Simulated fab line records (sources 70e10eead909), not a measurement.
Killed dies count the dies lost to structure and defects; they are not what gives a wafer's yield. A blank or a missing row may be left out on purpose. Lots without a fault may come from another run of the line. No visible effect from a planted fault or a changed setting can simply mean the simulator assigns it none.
Which tool was responsible? ; flow nand-harc ; Sampling: 11 lots, 33 wafers, 6 of 1159 route steps

## WHAT EACH GAUGE READ, for each wafer
NHARC_P_M1_INSPECT_11. Usual: raw-defect-count reads 4.2 (standard deviation 2.4).
lot;measured;on;raw-defect-count;flag
L955;day 5 19:16;defect-inspect-01;3 2 0;
L956;day 6 09:04;defect-inspect-02;5 4 3;
L959;day 6 18:29;defect-inspect-02;4 6 5;
L961;day 7 11:08;defect-inspect-01;5 6 2;
L960;day 7 13:09;defect-inspect-01;8 3 5;
L965;day 8 13:17;defect-inspect-01;4 5 6;
L968;day 9 07:31;defect-inspect-02;1 4 2;
L973;day 10 04:33;defect-inspect-02;3 11 3;
L972;day 10 04:52;defect-inspect-02;1 2 5;
L978;day 11 09:47;defect-inspect-01;3 3 3;
L977;day 11 10:34;defect-inspect-01;6 1 6;

NHARC_P_M2_CD_MEAS_09: the cd target is 170 nm. Usual: cd-nm reads 170.1 nm (standard deviation 0.49).
lot;measured;on;cd-nm (nm);flag
L955;day 5 23:26;cd-sem-02;170.1 170.7 170.8;
L956;day 6 13:07;cd-sem-02;169.1 169.4 169.4;
L959;day 6 22:26;cd-sem-02;169.1 170.1 169.9;
L961;day 7 15:19;cd-sem-03;169.7 170.4 170.2;
L960;day 7 17:07;cd-sem-03;169.4 171.0 170.6;
L965;day 8 17:21;cd-sem-03;170.2 168.9 170.0;
L968;day 9 11:28;cd-sem-02;169.8 171.0 170.5;
L973;day 10 08:38;cd-sem-02;188.5 189.0 188.5;OFF
L972;day 10 08:53;cd-sem-03;169.9 170.3 170.2;
L978;day 11 13:56;cd-sem-02;184.7 184.9 185.0;OFF
L977;day 11 14:38;cd-sem-02;169.3 169.6 170.1;

NHARC_END_SORT_01. Usual: defect-limited-yield 95.2 %, standard deviation 1.6; killed-at-array 28, standard deviation 11; killed-at-other 0.8, standard deviation 1.3; killed-at-periphery 3.6, standard deviation 2.5; killed-dies 32, standard deviation 11; killed-open 3.0, standard deviation 1.8; killed-short 2.0, standard deviation 1.5; sort_bin_2_pct 1.5 %, standard deviation 0.66; sort_bin_3_pct 0.25 %, standard deviation 0.23; sort_bin_4_pct 3.0 %, standard deviation 1.1; sort-n-pass 645, standard deviation 11; sort-rim-yield-pct 96.0 %, standard deviation 2.9; sort-yield-pct 95.2 %, standard deviation 1.6.
lot;measured;on;defect-limited-yield (%);killed-at-array;killed-at-other;killed-at-periphery;killed-dies;killed-open;killed-short;sort_bin_2_pct (%);sort_bin_3_pct (%);sort_bin_4_pct (%);sort-n-pass;sort-rim-yield-pct (%);sort-yield-pct (%);flag
L978;day 24 05:01;prober-02;94.7;33;0;3;36;4;3;1.8;0.15;3.4;641;98.1;94.7;

## TOOL THAT RAN EACH LOT (tool first, then ch and the chambers of the sampled wafers, then the start)
lot;NHARC_P_M2_PEB_07;NHARC_P_M2_ETCH_15;NHARC_P_M2_ETCH_28
L955;litho-track-04 ch 0, day 5 23:21;rie-diel-03 ch 0,2, no start;rie-diel-03 ch 0,2,3, no start
L956;litho-track-01 ch 0, day 6 13:02;rie-diel-03 ch 0,1,3, no start;rie-diel-01 ch 0,1,2, no start
L959;litho-track-01 ch 0, day 6 22:22;rie-diel-03 ch 1,2, no start;rie-diel-03 ch 0,1,3, no start
L961;litho-track-06 ch 0, day 7 15:14;rie-diel-03 ch 1,3, no start;rie-diel-03 ch 1,2,3, no start
L960;litho-track-04 ch 0, day 7 17:02;rie-diel-03 ch 1,2,3, no start;rie-diel-03 ch 0,1,2, no start
L965;litho-track-04 ch 0, day 8 17:16;rie-diel-03 ch 0,1, no start;rie-diel-07 ch 0,1,3, no start
L968;litho-track-06 ch 0, day 9 11:23;rie-diel-03 ch 0,1,2, no start;rie-diel-07 ch 1,2,3, no start
L973;litho-track-06 ch 0, day 10 08:34;rie-diel-03 ch 1,2,3, no start;rie-diel-03 ch 0,1,2, no start
L972;litho-track-01 ch 0, day 10 08:48;rie-diel-03 ch 0,3, no start;rie-diel-03 ch 2,3, no start
L978;litho-track-06 ch 0, day 11 13:52;rie-diel-03 ch 1,2,3, day 24 05:01 or earlier;rie-diel-03 ch 1,2,3, day 24 05:01 or earlier
L977;litho-track-04 ch 0, day 11 14:33;rie-diel-03 ch 0,1,3, no start;rie-diel-03 ch 1,2, no start
- NHARC_P_M2_PEB_07: peb time 65 s.
- NHARC_P_M2_ETCH_15: etches the open film in C4F8/Ar, target depth 182.5 nm, time 91.2 s.
- NHARC_P_M2_ETCH_28: etches the open film in CF4/N2, target depth 30 nm, time 72.99 s.

## WHAT THE TOOLS THEMSELVES READ (means of the sampled wafers that have a number; where no wafer has one, the mark that the record gives instead)
NHARC_P_M2_PEB_07. Usual: chill-plate-temp-C 23.00 C, standard deviation 0.1; heater-power-total-W 156.6 W, standard deviation 0.43; plate-temp-C 100.00 C, standard deviation 0.14.
lot;tool;chill-plate-temp-C (C);heater-power-total-W (W);plate-temp-C (C);flag
L955;litho-track-04;23.06;156.7;100.08;
L956;litho-track-01;22.92;156.9;99.82;
L959;litho-track-01;22.95;156.8;99.90;
L961;litho-track-06;22.93;156.7;100.06;
L960;litho-track-04;23.12;157.0;100.23;
L965;litho-track-04;23.10;157.1;100.03;
L968;litho-track-06;23.16;156.7;99.98;
L973;litho-track-06;23.04;169.8;106.16;OFF
L972;litho-track-01;22.87;156.4;100.11;
L978;litho-track-06;23.00;169.8;106.02;OFF
L977;litho-track-04;22.98;156.4;99.93;

NHARC_P_M2_ETCH_15. Usual: oes-product-au 0.949 a.u., standard deviation 0.023; rf-vpp-V 442.3 V, standard deviation 2.5.
lot;tool;oes-product-au (a.u.);rf-vpp-V (V);flag
L955;rie-diel-03;0.965;444.0;
L956;rie-diel-03;0.962;443.1;
L959;rie-diel-03;0.918;444.7;
L961;rie-diel-03;0.966;443.6;
L960;rie-diel-03;0.967;442.9;
L965;rie-diel-03;0.972;443.8;
L968;rie-diel-03;0.970;444.8;
L973;rie-diel-03;0.974;442.9;
L972;rie-diel-03;0.977;442.3;
L978;rie-diel-03;0.954;443.4;
L977;rie-diel-03;0.966;442.6;

NHARC_P_M2_ETCH_28. Usual: drypump-motor-current-A 5.66 A, standard deviation 0.22; oes-product-au 1.000 a.u., standard deviation 0.0076; rf-vpp-V 315.0 V, standard deviation 1.8; showerhead-plenum-p-Torr 2.68 Torr, standard deviation 0.096; throttle-valve-pct 19.795 %, standard deviation 0.0094.
lot;tool;drypump-motor-current-A (A);oes-product-au (a.u.);rf-vpp-V (V);showerhead-plenum-p-Torr (Torr);throttle-valve-pct (%);flag
L955;rie-diel-03;5.57;1.001;315.6;2.73;19.795;
L956;rie-diel-01;6.03;1.003;313.6;2.59;19.785;
L959;rie-diel-03;5.47;1.003;316.0;2.72;19.799;
L961;rie-diel-03;5.57;1.001;316.2;2.73;19.793;
L960;rie-diel-03;5.55;0.998;317.0;2.77;19.802;
L965;rie-diel-07;5.76;0.997;313.4;2.57;19.779;
L968;rie-diel-07;5.75;0.993;313.9;2.62;19.791;
L973;rie-diel-03;5.55;1.005;316.4;2.77;19.797;
L972;rie-diel-03;5.67;0.993;315.6;2.74;19.785;
L978;rie-diel-03;5.56;1.007;315.6;2.73;19.797;
L977;rie-diel-03;5.55;0.998;316.1;2.77;19.799;

## THE ANSWER, worked out from the rows above alone
Rule: lot off if the mean of its wafers having a number is beyond 3 standard deviations from the usual mean. A lot without any number at a reading at which 4 lots or more have one is off too. Where the step has rows for the other lots, those lots are counted as sound. Order of review: gauges by route order, followed by the tools' own readings, for which a lot's mean as printed above is used. At the first step where some lot is off, the reading lying furthest off is the one used; lots without a number count as furthest.
Off: L973, L978 (NHARC_P_M2_CD_MEAS_09, cd-nm).
A tool fits if, at a process step before that reading, it ran every lot that is off, and no sound lot after the first of them. The gauges at NHARC_P_M2_CD_MEAS_09 aren't tried: what is off there is off at NHARC_P_M2_PEB_07 too, on other tools, and a gauge's error can't cause that. One fits: NHARC_P_M2_PEB_07 on litho-track-06. Its last sound lot is L968 (day 9 11:23), its first lot that is off L973 (day 10 08:34): a fault that began between those two fits.
The tool's own readings at NHARC_P_M2_PEB_07 bear it out: on the lots that are off they differ by more than 5 times the standard deviation of the sound lots' means. heater-power-total-W reads 169.8 W there against 156.7 W on the sound lots; plate-temp-C reads 106.09 C there against 100.02 C on the sound lots.

## WHAT WAS PUT IN BY THE SIMULATOR
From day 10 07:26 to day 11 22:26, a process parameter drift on litho-track-06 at NHARC_P_M2_PEB_07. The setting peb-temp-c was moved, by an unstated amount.
Struck lots among those shown: L973, L978. The rule above found the same.
